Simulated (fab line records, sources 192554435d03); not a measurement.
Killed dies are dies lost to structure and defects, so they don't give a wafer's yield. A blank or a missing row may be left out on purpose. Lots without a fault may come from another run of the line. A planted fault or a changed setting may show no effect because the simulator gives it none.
One fault seen from 2 desks | flow n5_finfet | each desk has only its own numbers; what lay behind them comes last

THE METROLOGY DESK
What the gauges read, lot by lot, whatever tool the lot ran on: means of the sampled wafers that have a number. A lot is out of limits, marked OUT, if its mean lies more than 4 standard deviations from the usual mean; the brackets give that distance. Of its 10 readings 7 are shown: those that lie furthest out on some lot.
Columns: A = DIBL_N at N5_BEOL_M4_RC_MEAS_101, usual 36.5 mV/V; B = DIBL_P at N5_BEOL_M4_RC_MEAS_101, usual 36.6 mV/V; C = IOFF_P at N5_BEOL_M4_RC_MEAS_101, usual 0.21 nA/um; D = ION_P at N5_BEOL_M4_RC_MEAS_101, usual 460 uA/um; E = SS_N at N5_BEOL_M4_RC_MEAS_101, usual 71.6 mV/dec; F = VT_N at N5_BEOL_M4_RC_MEAS_101, usual 249 mV; G = VT_P at N5_BEOL_M4_RC_MEAS_101, usual -250 mV
lot  | first seen here | A    | B    | C    | D   | E    | F   | G
L553 | day 8 13:43     | 36.2 | 36.9 | 0.23 | 464 | 71.4 | 251 | -250
L558 | day 9 18:12     | 35.8 | 36.0 | 0.20 | 461 | 71.8 | 248 | -250
L562 | day 11 02:05    | 36.8 | 36.8 | 0.18 | 450 | 71.6 | 246 | -254
L564 | day 11 23:39    | 36.7 | 37.1 | 0.23 | 466 | 71.5 | 250 | -247
L567 | day 12 05:13    | 38.7 | 39.2 | 0.22 | 451 | 72.3 | 248 | -253
L571 | day 13 07:20    | 36.3 | 37.6 | 0.25 | 470 | 71.4 | 246 | -247
This desk's finding: nothing out of limits on any of the 6 lots.

THE TOOL OWNER'S DESK: rie_diel-05
The tool's own readings at N5_BEOL_M2_ETCH_41 (etches SiCN in CH3F/O2, target depth 29.9 nm, time 52.5 s): means of the sampled wafers that have a number, for each lot that ran on this tool. A lot is out of limits, marked OUT, if its mean lies more than 4 standard deviations from the usual mean; the brackets give that distance.
Columns: A = CH3F_flow_sccm at N5_BEOL_M2_ETCH_41, usual 29.98 sccm; B = drypump_motor_current_A at N5_BEOL_M2_ETCH_41, usual 5.6 A; C = oes_product_au at N5_BEOL_M2_ETCH_41, usual 0.79 a.u.; D = rf_vpp_V at N5_BEOL_M2_ETCH_41, usual 297.2 V; E = showerhead_plenum_p_Torr at N5_BEOL_M2_ETCH_41, usual 2.00 Torr; F = throttle_valve_pct at N5_BEOL_M2_ETCH_41, usual 16.1 %
lot  | first seen here | A     | B   | C    | D     | E    | F
L553 | day 7 05:26     | 29.94 | 5.2 | 0.86 | 297.3 | 1.98 | 16.0
L562 | day 10 00:07    | 29.97 | 5.3 | 0.69 | 296.1 | 1.97 | 16.0
L564 | day 11 01:41    | 30.04 | 5.3 | 0.79 | 297.2 | 1.98 | 16.0
This desk's finding: nothing out of limits on any of the 3 lots.

PUT TOGETHER
The metrology desk saw nothing out of limits.
The tool owner's desk saw nothing out of limits.

WHAT THE SIMULATOR HAD PUT IN
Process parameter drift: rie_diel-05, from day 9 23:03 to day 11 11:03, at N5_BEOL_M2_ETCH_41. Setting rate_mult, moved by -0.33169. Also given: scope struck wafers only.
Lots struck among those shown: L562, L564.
